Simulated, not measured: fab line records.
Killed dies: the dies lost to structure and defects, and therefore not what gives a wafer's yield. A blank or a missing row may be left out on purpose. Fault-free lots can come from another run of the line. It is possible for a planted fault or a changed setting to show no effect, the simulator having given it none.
The tool behind it: which one? ; flow nandHarc ; 6 lots, 18 wafers sampled, at 5 steps of a route of 1302

WHAT THE GAUGES SHOWED, per wafer
NHARC_END_SORT_01.
lot;measured;on;killedShort
L712;day 28 19:39;prober-01;5 3 2
L723;day 32 20:26;prober-01;4 2 0
L721;day 33 05:04;prober-01;1 2 1

TOOL THAT RAN EACH LOT (tool first, then ch and the chambers of the sampled wafers, then the start)
lot;NHARC_A_STAIRCASE_STRIP_171;NHARC_A_STAIRCASE_TRIM_24;NHARC_A_STAIRCASE_ETCH_25;NHARC_A_STAIRCASE_ETCH_27
L702;plasmaAsher-01 ch 0,1, day 15 23:51;rieDiel-08 ch 1,3, day 16 03:32 or earlier;rieDiel-08 ch 0,1,2, day 16 03:32;rieDiel-08 ch 1,3, no start
L707;plasmaAsher-01 ch 0,1, day 17 23:28;rieDiel-11 ch 0,2, day 18 02:47 or earlier;rieDiel-11 ch 0,3, day 18 02:47;rieDiel-11 ch 0,1,2, no start
L712;plasmaAsher-01 ch 0,1, day 20 04:03;rieDiel-13 ch 0,3, day 20 07:28 or earlier;rieDiel-13 ch 0,2, day 20 07:28;rieDiel-13 ch 0,2, day 28 19:39 or earlier
L723;plasmaAsher-02 ch 0,1, day 24 00:22;rieDiel-13 ch 0,1,3, day 24 03:37 or earlier;rieDiel-13 ch 0,1,3, day 24 03:37;rieDiel-13 ch 1,2,3, day 32 20:26 or earlier
L721;plasmaAsher-01 ch 0,1, day 24 06:11;rieDiel-08 ch 0,2,3, day 24 09:42 or earlier;rieDiel-08 ch 0,3, day 24 09:42;rieDiel-08 ch 0,2,3, day 33 05:04 or earlier
L725;plasmaAsher-01 ch 0,1, day 25 06:46;rieDiel-13 ch 0,2, day 25 10:22 or earlier;rieDiel-13 ch 0,1,2, day 25 10:22;rieDiel-13 ch 1,3, no start
- NHARC_A_STAIRCASE_STRIP_171: strips in O2.
- NHARC_A_STAIRCASE_TRIM_24: chemistry O2, time 211.2 s.
- NHARC_A_STAIRCASE_ETCH_25: etches the open film in C4F8/O2, target depth 100 nm, time 40.5 s.
- NHARC_A_STAIRCASE_ETCH_27: etches the open film in C4F8/O2, target depth 100 nm, time 40.5 s.

THE ANSWER, worked out from the rows above alone
Rule: the lots themselves supply what counts as usual. Put in order of their means at a reading, lots are off if they are a third of the lots or fewer, leave a main group of 4 or more, and stand apart from it by a gap of 3 or more times the standard deviation of the main group's means; of several such gaps the widest counts. Not used: any main group whose means are identical at the precision the tables above print for the reading. A lot without any number at a reading at which 4 lots or more have one is off too. All remaining lots with rows at the step are treated as sound.
No lot is off on any of the readings shown, so nothing can be concluded from this.

WHAT THE SIMULATOR HAD PUT IN
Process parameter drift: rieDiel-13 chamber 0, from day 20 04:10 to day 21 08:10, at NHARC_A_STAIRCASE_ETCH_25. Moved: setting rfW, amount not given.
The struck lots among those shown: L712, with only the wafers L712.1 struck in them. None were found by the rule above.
